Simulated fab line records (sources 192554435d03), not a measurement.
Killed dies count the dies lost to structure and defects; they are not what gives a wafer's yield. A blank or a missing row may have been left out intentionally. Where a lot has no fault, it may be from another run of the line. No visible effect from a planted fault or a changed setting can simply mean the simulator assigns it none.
8D (eight disciplines) problem report, filled in by code + flow n5_finfet + the parts of the form that need people (team, actions taken, sign-off) are left out

== 1. THE ISSUE ==
spin_speed_rpm at N5_BEOL_M0_SAQP_COAT_87 reads a mean of 1381.1 rpm on 6 wafers of 2 lots; wafers without a fault read 1500.1 rpm with a standard deviation of 1.1. So: -99 or more standard deviations from the usual mean.
The step: time 60 s, resist thk 5 nm.
Earliest sighting: wafer L285.3 on litho_track-01 at day 6 22:47. At this step, 27 wafers from 9 lots have a number in the record. Rule for "out", or "out of limits": more than 4 standard deviations from the usual mean. The other wafers with a number count as sound.

== 2. WHAT IT IS, AND WHAT IT ISN'T ==
| question                    | is                     | is not                                                                                            |
|-----------------------------|------------------------|---------------------------------------------------------------------------------------------------|
| which readings at this step | spin_speed_rpm         | dispense_pressure_kPa, heater_power_total_W                                                       |
| which lots                  | L285, L286             | L283, L290, L296, L298, L300, L301, L303                                                          |
| which wafers of those lots  | all that have a number | -                                                                                                 |
| read on which tools         | litho_track-01         | litho_track-03, litho_track-05                                                                    |
| when                        | from day 6 22:47       | up to then (3 sound wafers); but 18 sound wafers of L290, L296, L298, L300, L301, L303 came after |

== 3. WHAT RULES OUT EACH SUSPECT ==
Counting: a tool at a process step up to the reading stays a suspect if it ran every lot that is out and no sound lot after the first of them.
- litho_track-01 at N5_BEOL_M0_SAQP_COAT_87 (time 60 s, resist thk 5 nm): ruled out as a lasting fault. After its first lot that is out, L285 (day 6 22:47), sound lots L300, L301 ran on it.
Left after counting: nothing in the record.

== 4. THE CAUSE (what the simulator had put in) ==
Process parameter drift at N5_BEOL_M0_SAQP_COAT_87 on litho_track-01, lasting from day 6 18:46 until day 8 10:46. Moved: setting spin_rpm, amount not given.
Counting ruled it out, wrongly.

== 5. SEQUENCE OF EFFECTS, ordered by route ==
One row per reading whose mean, taken over the struck wafers that have a number, lies over 3 standard deviations from the usual. Readings are gone through only where the record gives a usual standard deviation; hours: the median, over the lots, of the time from a lot's start at the first step in this table giving one to that lot's start at this step; sigmas: the change measured in usual standard deviations.
| hours | step                    | reading           | usual      | on struck wafers | change | sigmas      |
|-------|-------------------------|-------------------|------------|------------------|--------|-------------|
| 0     | N5_BEOL_M0_SAQP_COAT_87 | spin_speed_rpm    | 1500.1 rpm | 1381.1           | -119.0 | -99 or more |
| 1     | N5_BEOL_M0_SAQP_ETCH_88 | etch_rf_on_time_s | 5.17 s     | 5.44             | +0.27  | +3.4        |
Its process steps:
- N5_BEOL_M0_SAQP_COAT_87: time 60 s, resist thk 5 nm.
- N5_BEOL_M0_SAQP_ETCH_88: etches underlayer in N2/H2, target depth 6.5 nm, time 5.2 s.
Later steps that measure or inspect, where all struck wafers having a row at the step show a number for every such reading and not one has moved that far: N5_BEOL_M0_SAQP_CD_MEAS_40, N5_BEOL_M4_RC_MEAS_101.

== 6. HOW IT WOULD HAVE BEEN CAUGHT EARLIER ==
4 hours passed between the start of the fault at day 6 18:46 and the first reading out of limits in this record, taken at day 6 22:47.
